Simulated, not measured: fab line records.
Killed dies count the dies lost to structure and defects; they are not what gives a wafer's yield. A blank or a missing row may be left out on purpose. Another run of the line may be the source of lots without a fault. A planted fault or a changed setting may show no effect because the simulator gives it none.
Which of the tools did it? | flow n5_finfet | 24 lots, 72 wafers sampled, at 5 steps of a route of 1938

## WHAT THE GAUGES READ, wafer by wafer
N5_SD_EPI_N_OVL_MEAS_10. Usual: SD_N_BLK_OVL -0.5 nm, standard deviation 0.8.
lot  | measured    | on         | SD_N_BLK_OVL (nm) | flag
L074 | day 3 00:41 | overlay-02 | -0.1 -0.2 -0.8    |
L075 | day 3 07:02 | overlay-02 | -2.0 -1.5 -1.3    |
L076 | day 3 13:04 | overlay-02 | 1.1 1.2 0.0       |
L077 | day 3 18:36 | overlay-02 | -0.5 0.4 0.1      |
L078 | day 4 02:01 | overlay-01 | 0.4 0.5 -0.9      |
L079 | day 4 09:02 | overlay-01 | -0.7 -0.5 0.7     |
L080 | day 4 17:14 | overlay-02 | -0.4 -1.0 0.2     |
L081 | day 4 18:29 | overlay-02 | -0.9 -1.0 -1.0    |
L082 | day 5 04:02 | overlay-01 | 0.0 -1.3 -0.4     |
L083 | day 5 08:49 | overlay-01 | 0.1 0.1 -0.7      |
L084 | day 5 12:47 | overlay-01 | -1.5 0.0 0.4      |
L085 | day 5 20:25 | overlay-02 | -0.6 -0.9 0.2     |
L086 | day 6 01:07 | overlay-02 | -1.4 -2.1 -0.9    |
L087 | day 6 06:35 | overlay-01 | -1.1 -1.3 -0.5    |
L088 | day 6 12:40 | overlay-01 | 0.1 0.2 -0.2      |
L089 | day 6 19:28 | overlay-01 | -0.2 -0.3 -1.1    |
L090 | day 7 00:54 | overlay-01 | -0.3 -0.6 -0.9    |
L091 | day 7 08:28 | overlay-02 | 0.1 -0.7 0.3      |
L092 | day 7 13:59 | overlay-02 | -0.1 -0.7 -1.2    |
L093 | day 7 20:49 | overlay-02 | -1.3 -1.9 -1.2    |
L094 | day 8 00:31 | overlay-02 | 0.7 1.6 0.7       |
L095 | day 8 06:27 | overlay-02 | -1.0 -0.4 -0.2    |
L096 | day 8 19:50 | overlay-02 | 0.0 0.4 0.4       |
L097 | day 9 01:04 | overlay-01 | -2.1 -1.3 -2.3    |

N5_SDB_OVL_MEAS_12. Usual: SDB_OVL -0.4 nm, standard deviation 0.72.
lot  | measured    | on         | SDB_OVL (nm)   | flag
L074 | day 3 19:20 | overlay-02 | -0.3 -1.2 -0.5 |
L075 | day 3 23:28 | overlay-02 | 0.1 -0.4 0.2   |
L076 | day 4 04:47 | overlay-02 | -1.2 -0.4 -0.5 |
L077 | day 4 11:55 | overlay-01 | 0.3 0.9 0.9    |
L078 | day 4 19:18 | overlay-02 | 0.4 0.1 -0.8   |
L079 | day 5 02:16 | overlay-02 | -0.5 -0.4 0.1  |
L080 | day 5 09:00 | overlay-01 | -2.0 -1.0 -1.1 |
L081 | day 5 12:22 | overlay-01 | -0.5 -0.3 -0.8 |
L082 | day 5 20:56 | overlay-01 | -0.8 0.0 -1.0  |
L083 | day 6 02:56 | overlay-02 | -0.6 -0.2 -0.5 |
L084 | day 6 04:41 | overlay-01 | -1.8 -0.3 -0.9 |
L085 | day 6 12:23 | overlay-01 | -0.7 -1.2 -0.3 |
L086 | day 6 16:59 | overlay-02 | -0.9 -0.1 -0.5 |
L087 | day 6 22:47 | overlay-02 | -2.4 -0.8 -1.5 |
L088 | day 7 05:11 | overlay-02 | -0.3 -0.3 0.5  |
L089 | day 7 11:37 | overlay-01 | 0.0 -1.0 0.7   |
L090 | day 7 16:53 | overlay-02 | -0.7 0.0 -1.0  |
L091 | day 8 00:24 | overlay-01 | 0.4 0.4 0.0    |
L092 | day 8 05:50 | overlay-02 | -2.1 -2.0 -0.8 |
L093 | day 8 14:49 | overlay-01 | -0.5 -0.6 0.4  |
L094 | day 8 18:08 | overlay-02 | -1.0 -1.0 -1.8 |
L095 | day 8 22:13 | overlay-01 | -0.2 -0.3 0.1  |
L096 | day 9 12:36 | overlay-02 | -0.2 0.9 -0.1  |
L097 | day 9 18:51 | overlay-01 | 0.7 1.4 0.3    |

N5_SDB_INSPECT_36: inspects for defects (darkfield). Usual: 41 for raw_defect_count, sd 21.
lot  | measured    | on                | raw_defect_count | flag
L074 | day 4 00:32 | defect_inspect-02 | 39 43 46         |
L075 | day 4 03:26 | defect_inspect-01 | 40 55 23         |
L076 | day 4 08:41 | defect_inspect-01 | 47 62 66         |
L077 | day 4 15:52 | defect_inspect-01 | 85 118 38        |
L078 | day 5 00:55 | defect_inspect-01 | 17 45 52         |
L079 | day 5 06:45 | defect_inspect-01 | 41 34 35         |
L080 | day 5 13:46 | defect_inspect-02 | 38 20 28         |
L081 | day 5 16:50 | defect_inspect-02 | 58 51 28         |
L082 | day 6 02:12 | defect_inspect-01 | 35 35 41         |
L083 | day 6 06:52 | defect_inspect-02 | 39 24 39         |
L084 | day 6 09:14 | defect_inspect-01 | 26 12 34         |
L085 | day 6 16:58 | defect_inspect-02 | 32 40 36         |
L086 | day 6 20:59 | defect_inspect-01 | 57 65 51         |
L087 | day 7 03:06 | defect_inspect-01 | 52 31 39         |
L088 | day 7 09:07 | defect_inspect-01 | 7 20 33          |
L089 | day 7 15:34 | defect_inspect-02 | 36 16 26         |
L090 | day 7 20:51 | defect_inspect-01 | 24 26 32         |
L091 | day 8 04:31 | defect_inspect-02 | 29 37 30         |
L092 | day 8 10:11 | defect_inspect-01 | 29 11 31         |
L093 | day 8 18:55 | defect_inspect-02 | 48 28 45         |
L094 | day 8 23:02 | defect_inspect-01 | 125 61 58        |
L095 | day 9 02:33 | defect_inspect-02 | 34 30 25         |
L096 | day 9 16:31 | defect_inspect-01 | 16 47 26         |
L097 | day 9 22:50 | defect_inspect-01 | 58 63 63         |

## WHICH TOOL RAN EACH LOT (tool, then ch and the chambers of the sampled wafers, then the start)
lot  | N5_SD_EPI_N_SD_RECESS_17        | N5_SD_EPI_P_ETCH_47
L074 | rie_si-03 ch 1,3, day 3 01:25   | rie_diel-03 ch 1,2, day 3 06:32
L075 | rie_si-03 ch 0,2,3, day 3 08:16 | rie_diel-03 ch 0,2, day 3 12:31
L076 | rie_si-03 ch 0,1,2, day 3 13:48 | rie_diel-01 ch 0,1,3, day 3 18:02
L077 | rie_si-03 ch 0,1,2, day 3 20:40 | rie_diel-01 ch 0,1, day 4 00:56
L078 | rie_si-03 ch 0,2,3, day 4 02:46 | rie_diel-02 ch 0,2, day 4 07:36
L079 | rie_si-03 ch 0,1,3, day 4 09:52 | rie_diel-01 ch 0,1,2, day 4 14:07
L080 | rie_si-06 ch 0,3, day 4 17:59   | rie_diel-03 ch 2,3, day 4 22:11
L081 | rie_si-06 ch 0,2, day 4 20:40   | rie_diel-03 ch 1,2,3, day 5 01:31
L082 | rie_si-03 ch 0,1,3, day 5 04:47 | rie_diel-01 ch 0,1,3, day 5 09:02
L083 | rie_si-05 ch 0,1,3, day 5 09:34 | rie_diel-02 ch 1,3, day 5 13:58
L084 | rie_si-06 ch 0,2,3, day 5 13:32 | rie_diel-01 ch 1,2,3, day 5 17:47
L085 | rie_si-05 ch 0,2,3, day 5 21:10 | rie_diel-03 ch 1,3, day 6 01:19
L086 | rie_si-06 ch 0,1,3, day 6 01:52 | rie_diel-03 ch 0,2,3, day 6 06:10
L087 | rie_si-03 ch 1,2,3, day 6 07:22 | rie_diel-01 ch 1,2, day 6 11:48
L088 | rie_si-06 ch 1,2,3, day 6 13:24 | rie_diel-01 ch 1,2, day 6 18:16
L089 | rie_si-03 ch 1,2,3, day 6 20:13 | rie_diel-03 ch 0,1, day 7 00:29
L090 | rie_si-06 ch 1,2, day 7 01:38   | rie_diel-02 ch 0,1,3, day 7 05:54
L091 | rie_si-06 ch 0,1,3, day 7 09:13 | rie_diel-01 ch 0,1,2, day 7 13:33
L092 | rie_si-03 ch 0,1,2, day 7 14:44 | rie_diel-03 ch 0,1, day 7 19:01
L093 | rie_si-06 ch 0,2,3, day 7 21:51 | rie_diel-02 ch 0,2, day 8 01:59
L094 | rie_si-03 ch 0,2,3, day 8 01:34 | rie_diel-02 ch 0,1,2, day 8 06:15
L095 | rie_si-06 ch 0,1,3, day 8 07:20 | rie_diel-02 ch 0,1,2, day 8 11:28
L096 | rie_si-05 ch 1,2,3, day 8 20:34 | rie_diel-03 ch 0,1,2, day 9 00:48
L097 | rie_si-05 ch 1,2, day 9 02:26   | rie_diel-02 ch 0,3, day 9 06:42
- N5_SD_EPI_N_SD_RECESS_17: chemistry HBr/Cl2/O2, target depth 41 nm, time 23.7 s, bt time 3 s.
- N5_SD_EPI_P_ETCH_47: etches SiOCN in CH3F/O2, target depth 25 nm.

## AS READ BY THE TOOLS THEMSELVES (means over the sampled wafers that have a number; for cases with no such wafer, the mark the record gives instead)
N5_SD_EPI_N_SD_RECESS_17. Usual: bias_w 112.0 W, standard deviation 0.34; drypump_motor_current_A 5.6 A, standard deviation 0.35; mfc_cl2_sccm 80.01 sccm, standard deviation 0.24; oes_product_au 1.002 a.u., standard deviation 0.015; rf_fwd_power_W 795.7 W, standard deviation 2.9; throttle_valve_pct 37.1 %, standard deviation 0.36.
lot  | tool      | bias_w (W) | drypump_motor_current_A (A) | mfc_cl2_sccm (sccm) | oes_product_au (a.u.) | rf_fwd_power_W (W) | throttle_valve_pct (%) | flag
L074 | rie_si-03 | 111.7      | 5.7                         | 80.00               | 0.993                 | 794.4              | 37.1                   |
L075 | rie_si-03 | 112.2      | 5.4                         | 80.13               | 0.994                 | 798.6              | 37.2                   |
L076 | rie_si-03 | 112.0      | 5.7                         | 79.94               | 0.997                 | 795.8              | 37.3                   |
L077 | rie_si-03 | 112.0      | 5.7                         | 79.98               | 1.002                 | 796.2              | 37.3                   |
L078 | rie_si-03 | 112.2      | 5.4                         | 80.12               | 0.999                 | 794.0              | 37.2                   |
L079 | rie_si-03 | 112.0      | 5.5                         | 80.07               | 0.993                 | 796.9              | 37.2                   |
L080 | rie_si-06 | 111.9      | 5.2                         | 79.81               | 1.012                 | 793.7              | 37.3                   |
L081 | rie_si-06 | 111.9      | 5.8                         | 79.84               | 1.001                 | 795.0              | 37.1                   |
L082 | rie_si-03 | 111.9      | 5.5                         | 79.96               | 0.995                 | 797.5              | 37.2                   |
L083 | rie_si-05 | 112.1      | 5.6                         | 80.01               | 0.994                 | 796.4              | 37.4                   |
L084 | rie_si-06 | 112.1      | 5.5                         | 80.13               | 0.999                 | 794.2              | 37.0                   |
L085 | rie_si-05 | 111.8      | 5.7                         | 80.15               | 1.003                 | 795.4              | 37.0                   |
L086 | rie_si-06 | 111.9      | 5.6                         | 80.20               | 1.016                 | 797.5              | 37.3                   |
L087 | rie_si-03 | 112.1      | 5.7                         | 80.13               | 0.996                 | 796.7              | 37.1                   |
L088 | rie_si-06 | 111.9      | 5.4                         | 79.90               | 1.016                 | 793.4              | 36.9                   |
L089 | rie_si-03 | 112.1      | 5.7                         | 80.18               | 0.991                 | 797.7              | 37.1                   |
L090 | rie_si-06 | 112.2      | 5.6                         | 80.12               | 1.002                 | 790.0              | 36.6                   |
L091 | rie_si-06 | 112.1      | 5.5                         | 79.96               | 1.014                 | 795.2              | 37.3                   |
L092 | rie_si-03 | 111.9      | 5.7                         | 79.96               | 0.998                 | 797.8              | 37.3                   |
L093 | rie_si-06 | 111.6      | 5.5                         | 80.18               | 0.999                 | 794.5              | 37.0                   |
L094 | rie_si-03 | 111.7      | 5.4                         | 79.89               | 0.998                 | 794.4              | 37.1                   |
L095 | rie_si-06 | 111.8      | 5.6                         | 79.96               | 1.010                 | 795.5              | 37.3                   |
L096 | rie_si-05 | 112.4      | 5.5                         | 80.09               | 0.995                 | 794.7              | 37.0                   |
L097 | rie_si-05 | 112.2      | 5.6                         | 80.01               | 1.008                 | 796.2              | 36.8                   |

N5_SD_EPI_P_ETCH_47. Usual: bias_w 28.99 W, standard deviation 0.085; drypump_motor_current_A 5.9 A, standard deviation 0.4; oes_product_au 0.76 a.u., standard deviation 0.079; rf_fwd_power_W 408.3 W, standard deviation 1.3; rf_vpp_V 127 V, standard deviation 3.9; showerhead_plenum_p_Torr 2.03 Torr, standard deviation 0.061; throttle_valve_pct 16.37 %, standard deviation 0.19.
lot  | tool        | bias_w (W) | drypump_motor_current_A (A) | oes_product_au (a.u.) | rf_fwd_power_W (W) | rf_vpp_V (V) | showerhead_plenum_p_Torr (Torr) | throttle_valve_pct (%) | flag
L074 | rie_diel-03 | 28.92      | 5.9                         | 0.75                  | 407.3              | 126          | 2.00                            | 16.42                  |
L075 | rie_diel-03 | 28.96      | 6.2                         | 0.77                  | 407.5              | 126          | 2.06                            | 16.15                  |
L076 | rie_diel-01 | 28.97      | 5.7                         | 0.72                  | 407.6              | 124          | 2.01                            | 16.26                  |
L077 | rie_diel-01 | 29.01      | 5.3                         | 0.75                  | 410.0              | 123          | 2.05                            | 16.24                  |
L078 | rie_diel-02 | 29.04      | 5.9                         | 0.76                  | 409.0              | 129          | 2.07                            | 16.41                  |
L079 | rie_diel-01 | 28.96      | 5.4                         | 0.79                  | 408.6              | 124          | 2.03                            | 16.27                  |
L080 | rie_diel-03 | 29.04      | 6.4                         | 0.82                  | 408.4              | 130          | 2.05                            | 16.21                  |
L081 | rie_diel-03 | 28.94      | 6.2                         | 0.81                  | 409.7              | 127          | 2.04                            | 16.31                  |
L082 | rie_diel-01 | 28.91      | 5.7                         | 0.70                  | 409.2              | 124          | 2.01                            | 16.28                  |
L083 | rie_diel-02 | 28.90      | 5.7                         | 0.72                  | 407.5              | 126          | 1.95                            | 16.65                  |
L084 | rie_diel-01 | 28.94      | 5.8                         | 0.76                  | 408.8              | 126          | 1.99                            | 16.33                  |
L085 | rie_diel-03 | 29.03      | 6.3                         | 0.86                  | 408.3              | 127          | 2.09                            | 16.25                  |
L086 | rie_diel-03 | 28.93      | 6.3                         | 0.81                  | 408.0              | 127          | 2.07                            | 16.18                  |
L087 | rie_diel-01 | 29.04      | 5.5                         | 0.82                  | 408.4              | 127          | 2.00                            | 16.36                  |
L088 | rie_diel-01 | 28.89      | 5.5                         | 0.82                  | 409.8              | 127          | 2.00                            | 16.36                  |
L089 | rie_diel-03 | 28.98      | 5.8                         | 0.73                  | 407.0              | 124          | 2.02                            | 16.42                  |
L090 | rie_diel-02 | 28.99      | 5.8                         | 0.71                  | 408.8              | 130          | 1.98                            | 16.61                  |
L091 | rie_diel-01 | 29.06      | 5.4                         | 0.76                  | 408.4              | 125          | 2.02                            | 16.32                  |
L092 | rie_diel-03 | 29.08      | 6.0                         | 0.74                  | 408.6              | 124          | 2.04                            | 16.29                  |
L093 | rie_diel-02 | 29.05      | 6.0                         | 0.74                  | 408.7              | 128          | 2.06                            | 16.47                  |
L094 | rie_diel-02 | 29.07      | 5.9                         | 0.72                  | 409.7              | 126          | 2.01                            | 16.54                  |
L095 | rie_diel-02 | 29.03      | 5.9                         | 0.72                  | 407.6              | 127          | 2.01                            | 16.55                  |
L096 | rie_diel-03 | 29.03      | 6.1                         | 0.72                  | 407.4              | 126          | 2.01                            | 16.36                  |
L097 | rie_diel-02 | 28.99      | 5.8                         | 0.69                  | 407.5              | 133          | 1.99                            | 16.67                  |

## THE ANSWER, worked out from the rows above alone
Rule: a lot counts as off when the mean over its wafers that have a number is more than 3 standard deviations away from the usual mean. Also off: a lot with no number at a reading for which 4 or more lots have one. All remaining lots with rows at the step are treated as sound. First the gauges in route order, then the tools' own readings, where a lot's mean is used as printed above. At the first step where some lot is off, the reading lying furthest off is the one used; lots without a number count as furthest.
Across all readings shown, no lot is off: no conclusion can be drawn from this.

## WHAT WAS PUT IN BY THE SIMULATOR
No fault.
